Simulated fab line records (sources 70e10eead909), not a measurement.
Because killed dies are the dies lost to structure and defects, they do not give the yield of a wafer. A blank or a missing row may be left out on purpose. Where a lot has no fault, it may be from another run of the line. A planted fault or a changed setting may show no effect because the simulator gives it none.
Problem report, 8D (eight disciplines) form, completed by code | flow nand-harc | the parts of the form that need people (team, actions taken, sign-off) are left out

1. THE PROBLEM
Wafers without a fault read 67, standard deviation 17; killed-dies at NHARC_END_SORT_01 reads a mean of 669 on 2 wafers belonging to 2 lots. That is +35 standard deviations from the usual mean.
First seen on wafer L484.3, day 33 04:40, on prober-01. The record has a number at this step for 6 wafers belonging to 2 lots. By rule, "out" or "out of limits" means more than 4 standard deviations away from the usual mean. All remaining wafers that have a number are taken as sound.

2. WHAT IT IS, AND WHAT IT ISN'T
question                    | is                           | is not
which readings at this step | killed-dies, killed-at-array | killed-at-other, killed-at-periphery, killed-open, killed-short
which lots                  | L482, L484                   | -
which wafers of those lots  | L482.6, L484.3               | L482.2, L482.5, L484.1, L484.4
read on which gauges        | prober-01, prober-02         | -
when                        | from day 33 04:40            | up to then (2 sound wafers); but 2 sound wafers of L482, L484 came after

3. WHAT RULES OUT EACH SUSPECT
Counting: if a tool at a process step up to the reading ran every lot that is out, it stays a suspect. Sound lots after the first of them don't rule it out here, since some wafers of a struck lot are sound.
- the gauge at NHARC_END_SORT_01 has been ruled out. The wafers that are out were read on 2 gauges (prober-01, prober-02).
- rie-diel-06 at NHARC_A_STAIRCASE_ETCH_23 (etches the open film in C4F8/O2, target depth 100 nm, time 40.5 s): kept. It ran every lot that is out, first L482 (day 24 02:38). On those wafers its own readings are out: oes-product-au.
- rie-diel-06 at NHARC_A_STAIRCASE_ETCH_25 (etches the open film in C4F8/O2, target depth 100 nm, time 40.5 s): kept. It ran every lot that is out, first L484 (day 33 03:03). With no start given for some of its lots, NHARC_A_STAIRCASE_ETCH_25 uses the hours and lot order of NHARC_END_SORT_01.
The count leaves rie-diel-06 at NHARC_A_STAIRCASE_ETCH_25 and rie-diel-06 at NHARC_A_STAIRCASE_ETCH_23.

4. THE CAUSE (what the simulator had put in)
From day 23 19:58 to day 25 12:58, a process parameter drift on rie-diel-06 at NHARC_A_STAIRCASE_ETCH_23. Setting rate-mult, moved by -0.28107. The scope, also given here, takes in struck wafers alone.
Of the 2 suspects that counting leaves, this tool is one.

5. THE EFFECT CHAIN, in route order
One row per reading whose mean, taken over the struck wafers that have a number, lies over 3 standard deviations from the usual. Scope: only readings with a usual standard deviation given in the record; hours: median across lots of the time from each lot's start at the first step in this table that gives one to its start at this step; sigmas: change in usual standard deviations.
hours | step                      | reading         | usual      | on struck wafers | change | sigmas
0     | NHARC_A_STAIRCASE_ETCH_23 | oes-product-au  | 0.943 a.u. | 0.798            | -0.145 | -11
212   | NHARC_END_SORT_01         | killed-at-array | 63         | 665              | +602   | +35
212   | NHARC_END_SORT_01         | killed-dies     | 67         | 669              | +602   | +35
Its process steps:
- NHARC_A_STAIRCASE_ETCH_23: etches the open film in C4F8/O2, target depth 100 nm, time 40.5 s.

6. HOW IT WOULD HAVE BEEN CAUGHT EARLIER
In this record the first reading out of limits at a measuring or inspecting step was taken at day 33 04:40, 225 hours after the fault began at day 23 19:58.
Tool's own readings at NHARC_A_STAIRCASE_ETCH_23, oes-product-au: out on all struck wafers the step has rows for; an alarm limit on them would have tripped on the first.
All the lots that are out (2) had begun NHARC_A_STAIRCASE_ETCH_23 on rie-diel-06 by day 33 04:40. Had the tool been put on hold then, not one of them would have been saved.
